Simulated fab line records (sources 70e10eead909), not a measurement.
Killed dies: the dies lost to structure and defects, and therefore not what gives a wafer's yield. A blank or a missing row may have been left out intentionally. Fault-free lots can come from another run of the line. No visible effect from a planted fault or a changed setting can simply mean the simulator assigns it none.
Struck lot and sound lot, side by side / flow nand-harc / 15 out of 1302 route steps
Sound: the wafers L621.2, L621.4, L621.6. Wafers struck: L629.1, L629.2, L629.4. The cause is given at the end.
For every step that has rows: the tool of each side, followed by ch and its chambers, followed by its first start. Under that, the readings that differ: sound wafers / struck wafers / difference of the means / sigmas: that difference in standard deviations of wafers without a fault.
alike: readings with means less than 2 such deviations apart, plus words and numbers identical on both sides. not compared: withheld readings, readings lacking a value on some wafer, bounds such as >300 that could conceal the same value, and numbers that have no deviation in the record and whose values overlap.
Wherever a step has rows on one side only, a row that says differs or no value, or a row with sigmas, the two part there. When numbers do not overlap yet have no deviation, they are printed without sigmas and do not part them. A reading that every wafer of one side lacks parts them only if that side has two wafers or more.

NHARC_A_STAIRCASE_ETCH_253: etches the open film in C4F8/O2, target depth 50 nm, time 20.2 s.
  sound on rie-diel-12 ch 1,3, day 16 11:25; struck on rie-diel-12 ch 1,2,3, day 19 12:41
  alike: oes-product-au, rf-vpp-V
  not compared: rf-hours-counter-h
NHARC_A_STAIRCASE_STRIP_254: strips in O2.
  sound on plasma-asher-02 ch 0, day 16 11:33; struck on plasma-asher-02 ch 0,1, day 19 12:46
  alike: drypump-motor-current-A, heater-power-w
  not compared: rf-hours-counter-h
then, 3 steps without rows for these wafers: NHARC_A_STAIRCASE_STRIP_255 (strips in SPM, time 900 s); NHARC_A_STAIRCASE_PRECLEAN_256 (cleans in SC1); NHARC_A_STAIRCASE_SRD_257.
NHARC_A_STAIRCASE_HM_DEP_456: deposits aC, target thk 3100 nm.
  sound on acl-dep-03 ch 0, day 16 14:12; struck on acl-dep-01 ch 0, day 19 15:43
  alike: throttle-valve-pct
NHARC_A_STAIRCASE_DEP_259: deposits SiON, target thk 30 nm.
  sound on pecvd-02 ch 0,2, day 16 15:49; struck on pecvd-02 ch 1,2, day 19 17:37
  alike: heater-power-w
then, 5 steps without rows for these wafers: NHARC_A_STAIRCASE_DEHYDRATE_260 (time 120 s); NHARC_A_STAIRCASE_HMDS_261 (time 30 s); NHARC_A_STAIRCASE_COAT_262; NHARC_A_STAIRCASE_SOFTBAKE_263 (time 170 s); NHARC_A_STAIRCASE_EBR_264.
NHARC_A_STAIRCASE_EXPOSE_265: exposes mask CHOP 200.
  sound on krf-scanner-01 ch 0, day 16 16:29; struck on krf-scanner-01 ch 0, day 19 18:17
reading=exposure-dose-mJ-cm2; sound=25.013 25.063 25.007; struck=25.575 25.557 25.562; difference=+0.537; sigmas=+22
  alike: mask
then, 1 step without rows for these wafers: NHARC_A_STAIRCASE_PEB_266 (peb time 130 s).
-- the record jumps here: 8 days lie between the struck wafers' starts before and after (it left off in module A_STAIRCASE and takes up again in module END, whose first step shown is number 1302 of the route) --
NHARC_END_SORT_01:
  at this point the record logs the struck wafers (prober-01 ch 0, day 27 14:10) and has no rows for the sound ones

WHERE THEY PART
Last at NHARC_END_SORT_01 as far as this record goes, first at NHARC_A_STAIRCASE_EXPOSE_265.

WHY: whatever the simulator had introduced
Process parameters drifting: krf-scanner-01 at NHARC_A_STAIRCASE_EXPOSE_265, beginning at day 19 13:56. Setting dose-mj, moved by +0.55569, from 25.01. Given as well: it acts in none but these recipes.
